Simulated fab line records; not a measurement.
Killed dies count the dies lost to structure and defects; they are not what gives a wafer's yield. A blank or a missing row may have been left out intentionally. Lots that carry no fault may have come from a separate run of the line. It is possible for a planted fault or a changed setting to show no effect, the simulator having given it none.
Matching of chambers :: flow nand harc :: NHARC_P_M1_PRE_CLEAN_32 on pecvd-03: 3 sister chambers
The step time 12 s. 3 wafers are shown with their chamber, then 10 later ones without.

== WAFERS, EACH WITH ITS CHAMBER ==
wafer: L086.1
chamber: 2
heater power w (W): 573

wafer: L088.2
chamber: 0
heater power w (W): 665

wafer: L088.3
chamber: 1
heater power w (W): 654

== WAFERS MISSING THEIR CHAMBER ==
wafer: L088.6
heater power w (W): 653

wafer: L091.2
heater power w (W): 629

wafer: L091.5
heater power w (W): 626

wafer: L091.6
heater power w (W): 550

wafer: L095.3
heater power w (W): 600

wafer: L095.4
heater power w (W): 577

wafer: L095.5
heater power w (W): 652

wafer: L097.2
heater power w (W): 622

wafer: L097.4
heater power w (W): 617

wafer: L097.6
heater power w (W): 646

== EACH ONE'S CHAMBER ==
wafer: L088.6
from the rows above: can't be placed: 1 or 0
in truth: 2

wafer: L091.2
from the rows above: can't be placed: 1 or 0 or 2
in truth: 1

wafer: L091.5
from the rows above: can't be placed: 1 or 0 or 2
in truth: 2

wafer: L091.6
from the rows above: 2
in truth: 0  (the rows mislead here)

wafer: L095.3
from the rows above: can't be placed: 2 or 1 or 0
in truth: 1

wafer: L095.4
from the rows above: 2
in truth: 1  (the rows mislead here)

wafer: L095.5
from the rows above: can't be placed: 1 or 0
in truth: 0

wafer: L097.2
from the rows above: can't be placed: 1 or 0 or 2
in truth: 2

wafer: L097.4
from the rows above: can't be placed: 1 or 2 or 0
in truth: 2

wafer: L097.6
from the rows above: can't be placed: 1 or 0
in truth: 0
Correctly placed: 0 of 10. Unplaceable from these rows: 8, with the true chamber sitting among the candidates in 7. 2 placed wrongly.
How it was worked out, from the rows above alone: a wafer's distance from a chamber is the root of the sum, over the readings, of the square of ((its reading less the chamber's mean) divided by the reading's scatter). The wafer belongs to the nearest chamber; if the next one is less than 2 further off, it can't be placed. Each chamber's mean is taken over the wafers shown for it. The scatter: with one shown wafer a chamber, the root of the mean of the squares of how far each hidden wafer lies from its nearest shown one.
